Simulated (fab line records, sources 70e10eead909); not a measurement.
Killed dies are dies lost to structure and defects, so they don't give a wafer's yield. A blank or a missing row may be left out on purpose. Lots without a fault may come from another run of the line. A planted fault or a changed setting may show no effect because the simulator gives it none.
Which tool did it? | flow nand_harc | 11 lots, 33 wafers sampled, at 1 step of a route of 1302

WHAT THE GAUGES READ, wafer by wafer
NHARC_A_CHANNEL_HOLE_D2_CD_MEAS_10: target cd 100 nm.
lot  | measured     | on        | cd_nm (nm)
L074 | day 13 05:54 | cd_sem-01 | 100.7 99.2 99.9
L078 | day 14 14:20 | cd_sem-02 | 101.1 100.1 100.8
L081 | day 15 23:37 | cd_sem-01 | 100.2 100.5 100.2
L082 | day 16 11:04 | cd_sem-02 | 99.8 99.1 100.8
L084 | day 17 16:54 | cd_sem-03 | 99.7 100.1 99.7
L086 | day 18 06:32 | cd_sem-02 | 100.6 101.0 100.4
L087 | day 19 16:26 | cd_sem-03 | 101.1 100.3 101.5
L089 | day 19 17:35 | cd_sem-03 | 100.8 99.6 100.1
L094 | day 21 12:18 | cd_sem-03 | 99.9 101.4 100.1
L095 | day 22 06:47 | cd_sem-03 | 98.8 100.7 101.6
L097 | day 22 17:36 | cd_sem-01 | 99.8 100.5 99.5

WHICH TOOL RAN EACH LOT (tool, then ch and the chambers of the sampled wafers, then the start)
The record holds no process step before these readings.

THE ANSWER, worked out from the rows above alone
Rule: what is usual is taken from the lots themselves. Put in order of their means at a reading, lots are off if they are a third of the lots or fewer, leave a main group of 4 or more, and stand apart from it by a gap of 3 or more times the standard deviation of the main group's means; of several such gaps the widest counts. A main group whose means are all the same, to the digits that the tables above print for the reading, isn't used. A lot without any number at a reading at which 4 lots or more have one is off too. The other lots that the step has rows for count as sound.
No lot is off at any reading shown: from this, nothing can be told.

WHAT THE SIMULATOR HAD PUT IN
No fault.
